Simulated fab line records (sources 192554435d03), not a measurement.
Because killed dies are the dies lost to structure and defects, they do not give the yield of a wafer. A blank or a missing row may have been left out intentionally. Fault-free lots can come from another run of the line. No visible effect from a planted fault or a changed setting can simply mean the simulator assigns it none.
Which tool is to blame?    flow n5 finfet    at 1 step of a route of 1938, 11 lots with 31 wafers sampled

## WHAT EACH GAUGE READ, for each wafer
N5_DUMMY_GATE_CD_MEAS_50 targets a cd of 14 nm.
lot   measured     on         cd nm (nm)
L560  day 3 22:22  cd sem-03  14.8 13.9
L561  day 4 05:59  cd sem-03  13.8 14.3 13.4
L562  day 4 10:15  cd sem-03  14.3 13.5 14.8
L563  day 4 17:11  cd sem-02  13.7 13.8 13.4
L564  day 5 01:37  cd sem-03  14.0 14.4 14.4
L569  day 6 06:37  cd sem-02  13.9 13.7 13.6
L571  day 6 18:48  cd sem-02  14.3 13.6 14.3
L573  day 7 03:41  cd sem-01  14.1 14.0
L576  day 7 22:35  cd sem-01  13.8 14.3 13.5
L577  day 8 04:46  cd sem-01  13.9 14.3 14.0
L578  day 8 09:55  cd sem-02  14.9 13.4 14.8

## EACH LOT AND THE TOOL THAT RAN IT (in order: tool; ch and the chambers of the sampled wafers; start)
Before these readings, the record contains no process step.

## THE ANSWER, worked out from the rows above alone
Rule: what is usual is taken from the lots themselves. Put in order of their means at a reading, lots are off if they are a third of the lots or fewer, leave a main group of 4 or more, and stand apart from it by a gap of 3 or more times the standard deviation of the main group's means; of several such gaps the widest counts. The tables above print the reading to a certain number of digits; a main group whose means all agree to those digits is not used. A lot without any number at a reading at which 4 lots or more have one is off too. All remaining lots with rows at the step are treated as sound.
No lot is off on any of the readings shown, so nothing can be concluded from this.

## WHAT WAS PUT IN BY THE SIMULATOR
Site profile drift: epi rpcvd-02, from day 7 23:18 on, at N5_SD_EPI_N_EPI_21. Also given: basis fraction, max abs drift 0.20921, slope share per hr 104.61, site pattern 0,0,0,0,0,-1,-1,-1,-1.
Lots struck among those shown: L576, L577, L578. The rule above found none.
